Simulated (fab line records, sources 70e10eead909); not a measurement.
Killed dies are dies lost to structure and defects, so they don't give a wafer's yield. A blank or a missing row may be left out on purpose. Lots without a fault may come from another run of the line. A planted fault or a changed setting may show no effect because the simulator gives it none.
Which tool did it? | flow nand_harc | 13 lots, 39 wafers sampled, at 4 steps of a route of 1302

WHAT THE GAUGES READ, wafer by wafer
NHARC_END_SORT_01.
lot  | measured     | on        | killed_at_array | killed_at_other | killed_at_periphery | killed_dies | killed_open | killed_short
L188 | day 30 10:31 | prober-01 | 50 46 134       | 0 0 0           | 2 7 2               | 52 53 136   | 4 0 5       | 4 3 1
L190 | day 31 19:11 | prober-01 | 60 111 129      | 2 0 1           | 7 5 8               | 69 116 138  | 7 4 4       | 1 2 4
L192 | day 31 11:29 | prober-02 | 141 54 50       | 0 0 0           | 4 4 4               | 145 58 54   | 5 2 4       | 1 6 4

WHICH TOOL RAN EACH LOT (tool, then ch and the chambers of the sampled wafers, then the start)
lot  | NHARC_A_WL_FILL_CVD_03        | NHARC_A_BONDPAD_ETCH_34            | NHARC_A_BONDPAD_ETCH_12
L174 | cvd_w-01 ch 0,1, day 19 20:53 | rie_diel-05 ch 1,3, day 22 21:27   | rie_diel-05 ch 1,2, no start
L177 | cvd_w-01 ch 0,1, day 21 22:59 | rie_diel-06 ch 0,2, day 24 11:53   | rie_diel-06 ch 1,2,3, no start
L178 | cvd_w-02 ch 0,1, day 22 02:49 | rie_diel-06 ch 2,3, day 24 22:59   | rie_diel-06 ch 0,1,2, no start
L181 | cvd_w-02 ch 0, day 23 05:43   | rie_diel-05 ch 0,2,3, day 26 00:40 | rie_diel-05 ch 0,2,3, no start
L182 | cvd_w-01 ch 0, day 23 05:57   | rie_diel-05 ch 1,3, day 25 20:53   | rie_diel-05 ch 0,2, no start
L180 | cvd_w-01 ch 0,1, day 23 09:48 | rie_diel-05 ch 2,3, day 26 04:01   | rie_diel-05 ch 0,2, no start
L183 | cvd_w-01 ch 0,1, day 24 10:47 | rie_diel-05 ch 1,2,3, day 27 07:16 | rie_diel-05 ch 1,3, no start
L185 | cvd_w-01 ch 0,1, day 24 14:35 | rie_diel-05 ch 0,3, day 27 09:52   | rie_diel-05 ch 1,2, no start
L186 | cvd_w-01 ch 0, day 25 07:34   | rie_diel-06 ch 1,2,3, day 27 21:15 | rie_diel-06 ch 0,1,2, no start
L188 | cvd_w-01 ch 0,1, day 26 11:02 | rie_diel-13 ch 1,2, day 29 02:12   | rie_diel-13 ch 0,1,2, day 30 10:31 or earlier
L190 | cvd_w-01 ch 0,1, day 27 00:17 | rie_diel-05 ch 1,2,3, day 30 01:41 | rie_diel-05 ch 1,2,3, day 31 19:11 or earlier
L192 | cvd_w-01 ch 0,1, day 27 11:24 | rie_diel-05 ch 0,1, day 30 04:34   | rie_diel-05 ch 0,1,2, day 31 11:29 or earlier
L197 | cvd_w-02 ch 0,1, day 30 08:08 | rie_diel-13 ch 0,1,2, day 33 00:33 | rie_diel-13 ch 0,1,2, no start
- NHARC_A_WL_FILL_CVD_03: deposits W, target thk 40 nm, time 279 s.
- NHARC_A_BONDPAD_ETCH_34: etches the open film in N2/H2, target depth 60 nm, overetch 18 nm, time 65.91 s.
- NHARC_A_BONDPAD_ETCH_12: etches the open film in CHF3/O2, target depth 220 nm, time 110 s.

WHAT THE TOOLS THEMSELVES READ (means of the sampled wafers that have a number; where no wafer has one, the mark that the record gives instead)
NHARC_A_WL_FILL_CVD_03.
lot  | tool     | heater_power_w (W) | throttle_valve_pct (%)
L174 | cvd_w-01 | 466                | 7.7
L177 | cvd_w-01 | 462                | 7.9
L178 | cvd_w-02 | 462                | 7.4
L181 | cvd_w-02 | 471                | 7.3
L182 | cvd_w-01 | 452                | 8.5
L180 | cvd_w-01 | 458                | 7.8
L183 | cvd_w-01 | 479                | 7.9
L185 | cvd_w-01 | 472                | 7.9
L186 | cvd_w-01 | 493                | 8.3
L188 | cvd_w-01 | 479                | 7.8
L190 | cvd_w-01 | 489                | 8.1
L192 | cvd_w-01 | 473                | 8.0
L197 | cvd_w-02 | 447                | 8.1

NHARC_A_BONDPAD_ETCH_34.
lot  | tool        | drypump_motor_current_A (A) | oes_product_au (a.u.) | rf_fwd_power_W (W) | rf_vpp_V (V) | showerhead_plenum_p_Torr (Torr) | throttle_valve_pct (%)
L174 | rie_diel-05 | 6.3                         | 1.003                 | 396.8              | 430.4        | 2.03                            | 14.173
L177 | rie_diel-06 | 5.2                         | 1.000                 | 396.7              | 429.6        | 1.98                            | 14.171
L178 | rie_diel-06 | 6.2                         | 0.993                 | 397.6              | 429.7        | 2.02                            | 14.163
L181 | rie_diel-05 | 5.4                         | 1.016                 | 396.0              | 431.7        | 2.08                            | 14.175
L182 | rie_diel-05 | 6.0                         | 1.013                 | 396.0              | 430.6        | 2.08                            | 14.173
L180 | rie_diel-05 | 5.6                         | 1.012                 | 394.0              | 430.4        | 2.07                            | 14.173
L183 | rie_diel-05 | 6.0                         | 1.009                 | 395.5              | 430.2        | 2.02                            | 14.168
L185 | rie_diel-05 | 5.4                         | 1.008                 | 397.4              | 433.2        | 2.13                            | 14.170
L186 | rie_diel-06 | 6.1                         | 0.996                 | 396.6              | 430.8        | 2.04                            | 14.177
L188 | rie_diel-13 | 5.8                         | 0.993                 | 395.8              | 427.8        | 1.95                            | 14.172
L190 | rie_diel-05 | 6.0                         | 1.009                 | 396.0              | 429.9        | 2.02                            | 14.165
L192 | rie_diel-05 | 5.5                         | 1.004                 | 399.0              | 432.3        | 2.10                            | 14.163
L197 | rie_diel-13 | 5.7                         | 1.009                 | 396.3              | 428.1        | 1.97                            | 14.174

NHARC_A_BONDPAD_ETCH_12.
lot  | tool        | drypump_motor_current_A (A) | o2_flow_sccm (sccm) | oes_product_au (a.u.) | rf_fwd_power_W (W) | rf_vpp_V (V) | showerhead_plenum_p_Torr (Torr) | throttle_valve_pct (%)
L174 | rie_diel-05 | 6.2                         | 10.006              | 0.926                 | 497.3              | 370.3        | 2.34                            | 20.575
L177 | rie_diel-06 | 6.1                         | 9.992               | 0.918                 | 496.6              | 371.2        | 2.40                            | 20.573
L178 | rie_diel-06 | 5.6                         | 9.999               | 0.927                 | 497.7              | 370.6        | 2.38                            | 20.585
L181 | rie_diel-05 | 5.4                         | 10.016              | 0.969                 | 495.9              | 371.9        | 2.45                            | 20.572
L182 | rie_diel-05 | 5.4                         | 10.007              | 0.967                 | 496.0              | 370.1        | 2.39                            | 20.576
L180 | rie_diel-05 | 5.5                         | 9.982               | 0.961                 | 496.0              | 370.5        | 2.39                            | 20.576
L183 | rie_diel-05 | 6.0                         | 9.988               | 0.983                 | 495.8              | 370.7        | 2.44                            | 20.579
L185 | rie_diel-05 | 6.3                         | 10.001              | 0.967                 | 498.2              | 369.3        | 2.34                            | 20.576
L186 | rie_diel-06 | 5.6                         | 10.010              | 0.921                 | 498.1              | 369.0        | 2.38                            | 20.565
L188 | rie_diel-13 | 5.7                         | 9.981               | 0.918                 | 496.8              | 369.6        | 2.34                            | 20.562
L190 | rie_diel-05 | 6.0                         | 10.012              | 0.940                 | 496.0              | 370.1        | 2.38                            | 20.574
L192 | rie_diel-05 | 5.7                         | 9.987               | 0.979                 | 495.7              | 370.6        | 2.40                            | 20.566
L197 | rie_diel-13 | 5.7                         | 10.009              | 0.929                 | 497.1              | 368.8        | 2.32                            | 20.568

THE ANSWER, worked out from the rows above alone
Rule: what is usual is taken from the lots themselves. Put in order of their means at a reading, lots are off if they are a third of the lots or fewer, leave a main group of 4 or more, and stand apart from it by a gap of 3 or more times the standard deviation of the main group's means; of several such gaps the widest counts. A main group whose means are all the same, to the digits that the tables above print for the reading, isn't used. A lot without any number at a reading at which 4 lots or more have one is off too. The other lots that the step has rows for count as sound. The gauges are gone through in route order, then the tools' own readings, and for those a lot's mean is taken as printed above. The first step at which some lot is off is used, and at that step the reading that is off furthest; a lot without a number counts as furthest.
No lot is off at any reading shown: from this, nothing can be told.

WHAT THE SIMULATOR HAD PUT IN
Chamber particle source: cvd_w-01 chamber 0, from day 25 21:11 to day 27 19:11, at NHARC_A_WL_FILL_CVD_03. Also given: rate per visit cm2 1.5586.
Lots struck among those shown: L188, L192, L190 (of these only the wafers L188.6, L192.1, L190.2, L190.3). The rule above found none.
